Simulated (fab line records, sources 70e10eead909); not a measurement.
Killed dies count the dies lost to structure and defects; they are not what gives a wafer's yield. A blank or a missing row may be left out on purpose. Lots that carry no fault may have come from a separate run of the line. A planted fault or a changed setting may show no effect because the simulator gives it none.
Which tool did it? + flow nand_harc + 7 lots, 19 wafers sampled, at 4 steps of a route of 1302

WHAT THE GAUGES READ, wafer by wafer
NHARC_A_ONON_D2_THK_MEAS_24: measures by ellipsometry.
| lot  | measured     | on            | thk_nm (nm)    |
|------|--------------|---------------|----------------|
| L839 | day 13 21:53 | film_metro-01 | 997 999 998    |
| L838 | day 13 21:44 | film_metro-02 | 990 990 990    |
| L842 | day 14 16:14 | film_metro-01 | 1006 1004 1005 |
| L849 | day 18 16:13 | film_metro-02 | 283 995        |
| L850 | day 19 13:42 | film_metro-02 | 299 1010       |
| L855 | day 20 18:44 | film_metro-01 | 1013 1015 1014 |
| L859 | day 22 00:10 | film_metro-01 | 1015 1016 1014 |

WHAT TOOL EACH LOT RAN ON (gives the tool, then ch and the chambers of the sampled wafers, and finally the start)
| lot  | NHARC_A_CHANNEL_FILL_D1_CMP_10 | NHARC_A_DECK1_JOINT_CMP_13    | NHARC_A_ONON_D2_DEP_22           |
|------|--------------------------------|-------------------------------|----------------------------------|
| L839 | cmp-04 ch 0,1,3, day 11 20:29  | cmp-02 ch 0,1,2, day 12 07:12 | pecvd_onon-01 ch 0, day 13 21:22 |
| L838 | cmp-04 ch 0,1,3, day 11 20:40  | cmp-01 ch 1,2,3, day 12 07:15 | pecvd_onon-04 ch 0, day 13 21:20 |
| L842 | cmp-03 ch 1,2,3, day 12 20:40  | cmp-03 ch 0,2,3, day 13 05:44 | pecvd_onon-01 ch 0, day 14 15:47 |
| L849 | cmp-04 ch 0,1, day 16 20:52    | cmp-01 ch 0,2, day 17 07:37   | pecvd_onon-03 ch 0, day 18 15:43 |
| L850 | cmp-04 ch 1,3, day 17 11:08    | cmp-01 ch 1,3, day 17 21:58   | pecvd_onon-03 ch 0, day 19 13:11 |
| L855 | cmp-04 ch 1,2, day 18 19:19    | cmp-02 ch 0,1, day 19 08:17   | pecvd_onon-01 ch 0, day 20 18:20 |
| L859 | cmp-01 ch 0,3, day 20 00:13    | cmp-02 ch 1,2, day 20 10:59   | pecvd_onon-01 ch 0, day 21 23:42 |
- NHARC_A_CHANNEL_FILL_D1_CMP_10: polishes, target thk 150 nm.
- NHARC_A_DECK1_JOINT_CMP_13: polishes, target thk 51.023 nm.
- NHARC_A_ONON_D2_DEP_22: target thk 1000 nm.

THE ANSWER, worked out from the rows above alone
Rule: the lots themselves supply what counts as usual. Put in order of their means at a reading, lots are off if they are a third of the lots or fewer, leave a main group of 4 or more, and stand apart from it by a gap of 3 or more times the standard deviation of the main group's means; of several such gaps the widest counts. A main group whose means are all the same, to the digits that the tables above print for the reading, isn't used. A lot without any number at a reading at which 4 lots or more have one is off too. The other lots that the step has rows for count as sound.
Off, at NHARC_A_ONON_D2_THK_MEAS_24 on thk_nm: L849, L850. The main group has a mean of 1004 nm with a standard deviation of 9.5.
If a tool, at a process step before that reading, ran all the lots that are off and no sound lot after the first of them, it fits. Gauges at NHARC_A_ONON_D2_THK_MEAS_24: tried the same way as those tools. Can't be told from this: 3 tools fit, cmp-01 at NHARC_A_DECK1_JOINT_CMP_13, pecvd_onon-03 at NHARC_A_ONON_D2_DEP_22, film_metro-02 at NHARC_A_ONON_D2_THK_MEAS_24.

WHAT WAS PUT IN BY THE SIMULATOR
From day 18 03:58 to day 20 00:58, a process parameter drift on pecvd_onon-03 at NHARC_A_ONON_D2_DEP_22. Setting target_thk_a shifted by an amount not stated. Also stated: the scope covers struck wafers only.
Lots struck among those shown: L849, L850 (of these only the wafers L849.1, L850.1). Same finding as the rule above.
